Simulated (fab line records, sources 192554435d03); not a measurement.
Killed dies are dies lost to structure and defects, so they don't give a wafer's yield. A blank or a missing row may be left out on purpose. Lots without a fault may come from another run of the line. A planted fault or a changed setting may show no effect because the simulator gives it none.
fab line records | flow n5_finfet
record lots=11 wafers=33 last_day=17
route steps=1938 shown MIM_TOP@1838 MIM_TOP_LITHO@1848 MIM_BOT_LITHO@1863 MIM_BOT_ETCH@1866 PASSIVATION@1936
lots that met no fault: from a run of the same line without faults
start_h: hours from the record's first day to the start of the lot's first wafer shown | wait_h: hours since the lot's step before | " the same as in the row above | L1.1+2: a row that stands for several wafers | - no value, or no start given | * or withheld: withheld | < > ~ a bound
route shown NAME@n: a module of which the file shows steps, and the number in the route of the first | usual: mean/standard deviation of fault-free wafers | same: alike in all rows | chamber/n: place in a boat | sites: the reading at each site | _std_site: their standard deviation | _edge_site: outer sites' mean less inner sites' | radius_mm: how far each site lies from the wafer's centre | mask NAME#n: copy n | behind: the tool/chamber that last shaped the wafer | hold: why the lot was held/for how many hours/how that ended | device: the transistor (n, p or np) that didn't switch | end of line: the same wafers' tests at the end of the route | a step without rows: its recipe alone | killed: dies lost to structure and defects at the first sort, not the wafer's yield | map: a wafer's dies, x killed, . not, _ none there
set.NAME: the setting as run; set.NAME@STEP: as run at that earlier step | model.NAME: the simulator's own value behind a step, which no gauge read
steps of the route over a sample of lots; a table a step, a row a wafer
services: from which hour (start_h, from the record's first day; less than 0 if before it) a tool's chamber was out of use, for how many hours, and why
## steps
# step N5_MIM_TOP_SPUTTER_03
# recipe material=TiN target_thk_a=350 temp_c=200 power_w=3000 chamber_pressure_pa=0.49996 gas=Ar reactive_partial_pa=0.37997 time_s=89.7
# usual substrate_temp_c=199.99/0.18 throttle_valve_pct=29.6/0.98
# columns lot.wafer tool chamber start_h wait_h substrate_temp_c throttle_valve_pct
L715.1 pvd_sputter-03 - 282.57 0.0 200.07 30.5
L715.2 " - " " 200.04 29.5
L715.4 " - " " 200.21 30.3
L716.4 pvd_sputter-02 - 282.58 0.0 199.81 30.2
L716.5 " - " " 200.28 30.7
L716.6 " - " " 200.18 28.6
L718.1 pvd_sputter-03 - 305.82 0.0 200.06 28.3
L718.2 " - " " 200.06 29.2
L718.6 " - " " 199.97 28.2
L719.2 pvd_sputter-02 - 305.84 0.0 200.14 28.3
L719.4 " - " " 200.18 27.8
L719.5 " - " " 199.96 30.1
L720.1 pvd_sputter-01 - 316.97 0.0 199.96 30.1
L720.4 " - " " 200.01 31.4
L720.6 " - " " 200.14 30.0
L722.3 pvd_sputter-02 - 321.07 0.0 199.84 28.0
L722.4 " - " " 199.70 30.7
L722.5 " - " " 200.25 28.1
L721.2 pvd_sputter-02 - 321.47 0.0 200.10 28.0
L721.5 " - " " 200.08 30.2
L721.6 " - " " 199.92 28.3
L723.2 pvd_sputter-03 - 321.48 0.0 199.86 29.5
L723.4 " - " " 200.11 28.1
L723.6 " - " " 199.70 29.4
L732.1 pvd_sputter-03 - 384.32 0.0 200.25 29.9
L732.3 " - " " 199.75 30.1
L732.5 " - " " 200.06 30.3
L735.4 pvd_sputter-01 - 389.91 0.0 199.89 31.2
L735.5 " - " " 199.96 30.2
L735.6 " - " " 200.07 30.1
L734.1 pvd_sputter-02 - 390.27 0.0 199.59 30.4
L734.4 " - " " 200.11 28.6
L734.6 " - " " 200.25 28.6
# step N5_MIM_TOP_LITHO_OVL_MEAS_11
# recipe points_per_wafer=44
# usual MIM_TOP_OVL=2/5.1
# columns lot.wafer tool chamber start_h wait_h MIM_TOP_OVL[nm]
L715.1 overlay-01 0 282.99 0.0 -6
L715.2 " 0 " " -4
L715.4 " 0 " " -10
L716.4 overlay-02 0 283.16 0.0 -6
L716.5 " 0 " " 1
L716.6 " 0 " " -7
L718.1 overlay-02 0 306.24 0.0 -2
L718.2 " 0 " " 2
L718.6 " 0 " " 1
L719.2 overlay-01 0 306.40 0.0 4
L719.4 " 0 " " -1
L719.5 " 0 " " 0
L720.1 overlay-01 0 317.52 0.0 10
L720.4 " 0 " " -3
L720.6 " 0 " " 1
L722.3 overlay-01 0 321.49 0.0 -2
L722.4 " 0 " " -5
L722.5 " 0 " " -4
L721.2 overlay-02 0 321.89 0.0 -6
L721.5 " 0 " " 6
L721.6 " 0 " " 1
L723.2 overlay-01 0 321.93 0.0 4
L723.4 " 0 " " 8
L723.6 " 0 " " 8
L732.1 overlay-02 0 384.87 0.0 -4
L732.3 " 0 " " 6
L732.5 " 0 " " 0
L735.4 overlay-02 0 390.33 0.0 -5
L735.5 " 0 " " -4
L735.6 " 0 " " -2
L734.1 overlay-01 0 390.70 0.0 -5
L734.4 " 0 " " 7
L734.6 " 0 " " -3
# step N5_MIM_BOT_LITHO_OVL_MEAS_11
# recipe points_per_wafer=44
# usual MIM_BOT_OVL=-2/6.2
# columns lot.wafer tool chamber start_h wait_h MIM_BOT_OVL[nm]
L715.1 overlay-02 0 283.95 0.0 -8
L715.2 " 0 " " -6
L715.4 " 0 " " -2
L716.4 overlay-02 0 284.11 0.0 -4
L716.5 " 0 " " -9
L716.6 " 0 " " -9
L718.1 overlay-01 0 307.05 0.0 5
L718.2 " 0 " " 1
L718.6 " 0 " " 9
L719.2 overlay-02 0 307.53 0.0 7
L719.4 " 0 " " -2
L719.5 " 0 " " 1
L720.1 overlay-01 0 318.55 0.0 -3
L720.4 " 0 " " -3
L720.6 " 0 " " 0
L722.3 overlay-01 0 322.60 0.0 -8
L722.4 " 0 " " -7
L722.5 " 0 " " -3
L721.2 overlay-01 0 322.90 0.0 -9
L721.5 " 0 " " 0
L721.6 " 0 " " -3
L723.2 overlay-01 0 323.11 0.0 0
L723.4 " 0 " " 5
L723.6 " 0 " " -3
L732.1 overlay-02 0 385.75 0.0 6
L732.3 " 0 " " -1
L732.5 " 0 " " 5
L735.4 overlay-01 0 391.15 0.0 -1
L735.5 " 0 " " -1
L735.6 " 0 " " 6
L734.1 overlay-01 0 391.74 0.0 -6
L734.4 " 0 " " -3
L734.6 " 0 " " 2
# step N5_MIM_BOT_ETCH_ETCH_04
# recipe chemistry=CF4/O2 target=SiNx target_depth_a=260 time_s=13 ion_energy_ev=100 pressure_mtorr=40 source_w=535 bias_w=49 Ar_flow_sccm=100 cf4_flow_sccm=100 O2_flow_sccm=10
# usual cf4_flow_sccm=99.98/0.27 drypump_motor_current_A=5.8/0.33 oes_o_777_au=0.78/0.079 oes_product_au=0.77/0.086 rf_vpp_V=241/3.4 showerhead_plenum_p_Torr=2.20/0.076 throttle_valve_pct=16.02/0.18
# columns lot.wafer tool chamber start_h wait_h cf4_flow_sccm drypump_motor_current_A oes_o_777_au oes_product_au rf_hours_counter_h rf_vpp_V showerhead_plenum_p_Torr throttle_valve_pct
L715.1 rie_diel-04 0 284.07 0.0 99.99 5.9 0.75 0.73 181 242 2.11 15.86
L715.2 " 3 " " 100.25 6.1 0.73 0.74 196 240 2.11 15.87
L715.4 " 2 " " 99.97 5.6 0.71 0.69 210 245 2.18 16.23
L716.4 rie_diel-04 1 284.23 0.0 100.24 5.5 0.94 0.94 4 242 2.25 15.96
L716.5 " 1 " " 100.18 5.5 0.94 0.93 - 243 2.24 15.95
L716.6 " 2 " " 99.75 5.5 0.71 0.69 - 246 2.18 16.23
L718.1 rie_diel-04 1 307.35 0.0 100.13 5.5 0.91 0.90 12 243 2.24 15.98
L718.2 " 3 " " 99.67 6.1 0.73 0.73 205 241 2.11 15.92
L718.6 " 3 " " 99.86 6.1 0.73 0.73 - 241 2.11 15.89
L719.2 rie_diel-04 3 307.65 0.0 100.38 6.1 0.73 0.74 205 243 2.11 15.89
L719.4 " 0 " " 100.69 5.9 0.75 0.72 190 241 2.11 15.87
L719.5 " 0 " " 100.21 5.9 0.75 0.72 - 242 2.11 15.86
L720.1 rie_diel-04 3 318.70 0.0 99.77 6.1 0.72 0.73 210 241 2.11 15.90
L720.4 " 0 " " 99.72 5.9 0.75 0.72 - 240 2.11 15.89
L720.6 " 3 " " 99.71 6.1 0.72 0.73 - 241 2.11 15.90
L722.3 rie_diel-04 0 322.72 0.0 99.91 5.8 0.74 0.71 196 241 2.11 15.88
L722.4 " 2 " " 99.88 5.5 0.71 0.68 - 248 2.18 16.26
L722.5 " 0 " " 99.76 5.9 0.74 0.71 - 240 2.11 15.90
L721.2 rie_diel-04 0 323.02 0.0 70.22 5.9 1.09 0.70 196 232 1.90 14.66
L721.5 " 0 " " 69.96 5.9 1.10 0.69 - 234 1.90 14.67
L721.6 " 2 " " 69.80 5.5 1.04 0.66 - 236 1.96 15.05
L723.2 rie_diel-04 2 323.24 0.0 70.20 5.5 1.04 0.66 224 237 1.96 15.03
L723.4 " 3 " " 69.93 6.1 1.07 0.71 - 233 1.90 14.70
L723.6 " 2 " " 70.22 5.6 1.05 0.67 - 237 1.96 15.03
L732.1 rie_diel-06 3 385.87 0.0 99.50 6.0 0.72 0.72 185 243 2.18 15.95
L732.3 " 0 " " 100.30 6.0 1.01 1.00 0 239 2.35 16.06
L732.5 " 2 " " 99.92 5.3 0.79 0.80 - 241 2.22 15.93
L735.4 rie_diel-06 1 391.28 0.0 99.93 5.7 0.84 0.84 72 234 2.31 15.99
L735.5 " 3 " " 100.04 6.0 0.72 0.71 - 243 2.18 15.98
L735.6 " 0 " " 99.94 6.0 0.99 0.99 - 240 2.35 16.06
L734.1 rie_diel-06 3 391.93 0.0 99.77 6.0 0.72 0.72 187 244 2.17 15.97
L734.4 " 0 " " 99.52 6.1 1.00 0.99 2 238 2.35 16.07
L734.6 " 1 " " 100.03 5.7 0.83 0.85 - 235 2.31 16.00
# step N5_PASSIVATION_PROBE_49
# usual defect_limited_yield=91.1/1.4 killed_at_M0_to_M3=32/9.4 killed_at_M4_up=14/5.1 killed_at_contacts=11/5.5 killed_at_front_end=44/13 killed_at_other=4/3.2 killed_dies=104/16 killed_open=70/12 killed_short=33/7.8 sort_bin_4_leakage=0.01/0.057 sort_bin_5_function=5.1/0.91 sort_bin_6_memory=3.4/0.63 sort_n_pass=1075/16 sort_yield_pct=91.2/1.4
# same gross_dies=1180 killed_at_back_side=0 sort_bin_8_speed[%]=0
# columns lot.wafer tool chamber start_h wait_h defect_limited_yield[%] killed_at_M0_to_M3 killed_at_M4_up killed_at_contacts killed_at_front_end killed_at_other killed_dies killed_open killed_short sort_bin_4_leakage[%] sort_bin_5_function[%] sort_bin_6_memory[%] sort_n_pass sort_yield_pct[%]
L721.2 prober-01 - 332.08 0.1 88.2 26 22 8 77 6 139 97 40 0 7.1 4.3 1041 88.2
L721.5 prober-01 - 332.23 0.2 87.7 28 21 16 77 3 145 100 44 0 8.3 3.7 1035 87.7
L721.6 prober-01 - 332.28 0.3 88.1 32 11 9 83 5 140 101 38 0 7.3 4.2 1040 88.1
L723.2 prober-02 - 333.74 0.1 91.6 21 15 18 38 7 99 67 31 0 5.0 3.1 1081 91.6
L723.4 prober-02 - 333.84 0.2 91.9 22 11 19 40 3 95 68 27 0 4.1 3.9 1085 91.9
L723.6 prober-02 - 333.94 0.3 92.4 19 16 18 28 9 90 54 34 0 4.0 3.4 1090 92.4
L732.1 prober-02 - 396.01 0.0 89.9 49 13 13 43 1 119 75 44 0 5.6 4.2 1061 89.9
L732.3 prober-02 - 396.11 0.1 90.7 46 5 15 42 2 110 67 43 0 5.5 3.5 1070 90.7
L732.5 prober-02 - 396.21 0.2 91.1 37 10 17 40 1 105 71 34 0 5.8 2.5 1075 91.1
# killed by level:class
L721.2 STI_FIN_REVEAL:geometric_particle:open=21 FIN_SAQP:geometric_particle:open=18 BEOL_M4:geometric_particle:open=14 FIN_SAQP:geometric_particle:short=8 BEOL_M1:geometric_particle:open=7 MOL_CONTACT_COAG:geometric_particle:open=5 GATE_CUT:geometric_particle:short=5 BEOL_M0_SAQP:geometric_particle:open=5
L721.5 FIN_SAQP:geometric_particle:open=15 STI_FIN_REVEAL:geometric_particle:open=13 FIN_SAQP:geometric_particle:short=12 MOL_CONTACT_COAG:geometric_particle:open=12 DUMMY_GATE:geometric_particle:open=8 BEOL_M4:geometric_particle:open=8 BEOL_M1:geometric_particle:open=7 BEOL_M0_SAQP:geometric_particle:open=6
L721.6 FIN_SAQP:geometric_particle:open=26 STI_FIN_REVEAL:geometric_particle:open=13 BEOL_M1:geometric_particle:open=8 BEOL_M0_SAQP:geometric_particle:open=8 DUMMY_GATE:geometric_particle:open=7 MOL_CONTACT_COAG:geometric_particle:open=7 BEOL_M4:geometric_particle:open=6 GATE_CUT:geometric_particle:short=5
L723.2 MOL_CONTACT_COAG:geometric_particle:open=14 BEOL_M2:geometric_particle:open=7 GATE_CUT:geometric_particle:open=7 STI_FIN_REVEAL:geometric_particle:open=6 FIN_SAQP:geometric_particle:short=5 ILD0:geometric_particle:short=5 BEOL_M3:geometric_particle:open=5 MOL_CONTACT_COAG:geometric_particle:short=4
L723.4 MOL_CONTACT_COAG:geometric_particle:open=15 STI_FIN_REVEAL:geometric_particle:open=12 FIN_SAQP:geometric_particle:open=6 BEOL_M2:geometric_particle:open=6 ILD0:geometric_particle:open=5 BEOL_M1:geometric_particle:open=5 STI_FIN_REVEAL:geometric_particle:short=4 GATE_CUT:geometric_particle:short=4
L723.6 MOL_CONTACT_COAG:geometric_particle:open=14 BEOL_M2:geometric_particle:open=7 BEOL_M4:geometric_particle:open=5 BEOL_M6:geometric_particle:open=5 MIM_TOP_ETCH:geometric_particle:open=4 MOL_CONTACT_COAG:geometric_particle:short=4 BEOL_M0:geometric_particle:open=4 BEOL_M5:geometric_particle:short=4
L732.1 BEOL_M0_SAQP:geometric_particle:open=19 BEOL_M0_SAQP:geometric_particle:short=15 FIN_SAQP:geometric_particle:short=10 STI_FIN_REVEAL:geometric_particle:open=10 MOL_CONTACT_COAG:geometric_particle:open=10 FIN_SAQP:geometric_particle:open=7 BEOL_M2:geometric_particle:open=4 BEOL_M4:geometric_particle:open=4
L732.3 BEOL_M0_SAQP:geometric_particle:short=14 FIN_SAQP:geometric_particle:open=12 BEOL_M0_SAQP:geometric_particle:open=12 FIN_SAQP:geometric_particle:short=11 MOL_CONTACT_COAG:geometric_particle:open=11 BEOL_M3:geometric_particle:open=9 DUMMY_GATE:geometric_particle:open=7 MOL_CONTACT_COAG:geometric_particle:short=4
L732.5 FIN_SAQP:geometric_particle:open=13 MOL_CONTACT_COAG:geometric_particle:open=13 FIN_SAQP:geometric_particle:short=12 BEOL_M0_SAQP:geometric_particle:open=9 BEOL_M0_SAQP:geometric_particle:short=9 BEOL_M2:geometric_particle:open=6 BEOL_M3:geometric_particle:open=5 MOL_CONTACT_COAG:geometric_particle:short=4
## services
# columns tool chamber start_h hours kind
rie_diel-04 1 315.54 14.6 repair
rie_diel-06 0 361.45 - clean
rie_diel-06 0 361.45 - consumable_replace:focus_ring
rie_diel-06 0 361.45 - consumable_replace:showerhead
rie_diel-06 0 361.45 20.9 scheduled_down
rie_diel-06 0 361.45 20.9 vent_cycle
pvd_sputter-03 - 363.22 3.1 repair
pvd_sputter-01 - 367.36 0.5 repair
## key
first_sign step=N5_MIM_BOT_ETCH_ETCH_04 reading=cf4_flow_sccm direction=down sigmas=99+ usual=99.98 struck=70.05
effect step=N5_MIM_BOT_ETCH_ETCH_04 reading=throttle_valve_pct direction=down sigmas=6.5 usual=* struck=*
met_at N5_MIM_BOT_ETCH_ETCH_04
struck_lots L721,L723
not_acting_at N5_MIM_TOP_SPUTTER_03,N5_MIM_TOP_LITHO_OVL_MEAS_11,N5_MIM_BOT_LITHO_OVL_MEAS_11
onset_between 322.72 323.02
fault kind=process_parameter_drift tool=rie_diel-04 chamber=- onset_h=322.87 steps=N5_MIM_BOT_ETCH_ETCH_04 channel=cf4_flow_sccm offset=-30 shape=step end_h=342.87 acts_in=these_recipes_only stated=100
